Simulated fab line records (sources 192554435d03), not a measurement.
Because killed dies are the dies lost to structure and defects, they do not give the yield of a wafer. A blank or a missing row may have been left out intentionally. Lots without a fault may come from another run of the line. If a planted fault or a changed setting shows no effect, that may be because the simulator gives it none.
Chamber matching -- flow n5Finfet -- 3 sister chambers for N5_HKMG_FIN_CVD_62 on thermalCvdSi-01
The step deposits a-Si from Si2H6, target thk 3 nm, time 20.8 s. 24 wafers are shown with their chamber, then 12 later ones without.

EACH WAFER AND ITS CHAMBER
wafer,chamber,heaterPowerW (W)
L075.2,0,1566
L075.3,0,1560
L075.4,1,1552
L077.1,1,1530
L077.2,0,1569
L077.5,1,1596
L079.3,1,1593
L079.5,0,1534
L079.6,1,1555
L081.1,2,1330
L081.3,1,1574
L081.6,0,1604
L083.1,0,1601
L083.4,0,1601
L083.6,1,1584
L085.2,2,1320
L085.3,0,1574
L085.6,2,1341
L087.2,2,1339
L087.3,2,1317
L087.5,2,1351
L089.2,2,1326
L089.4,2,1338
L089.5,2,1361

SIGNATURES (averages over the wafers above)
reading,chamber 0,chamber 1,chamber 2,scatter within a chamber
heaterPowerW,1576.12,1569.14,1335.89,21.2
Rule: a wafer lies at a distance from a chamber equal to the root of the sum of squares, over the readings, of (its reading less the chamber's mean, divided by the reading's scatter). The wafer belongs to the nearest chamber; if the next one is less than 2 further off, it can't be placed. The scatter is the square root of a quotient: the sum, over the shown wafers, of each reading's squared deviation from its chamber's mean, divided by wafers minus chambers.

WAFERS WITHOUT THEIR CHAMBER
wafer,heaterPowerW (W)
L091.1,1341
L091.4,1325
L091.6,1576
L093.1,1367
L093.3,1578
L093.5,1596
L095.1,1617
L095.2,1593
L095.4,1589
L097.4,1339
L097.5,1622
L097.6,1590

CHAMBER TAKEN BY EACH
wafer,from the rows above,in truth
L091.1,2,2
L091.4,2,2
L091.6,can't be placed: 0 or 1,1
L093.1,2,2
L093.3,can't be placed: 0 or 1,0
L093.5,can't be placed: 0 or 1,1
L095.1,can't be placed: 0 or 1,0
L095.2,can't be placed: 0 or 1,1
L095.4,can't be placed: 0 or 1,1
L097.4,2,2
L097.5,can't be placed: 0 or 1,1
L097.6,can't be placed: 0 or 1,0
Correct placement for 4 of the 12. These rows do not allow placing 8 (true chamber among the candidates in 8). Placed wrongly: 0.
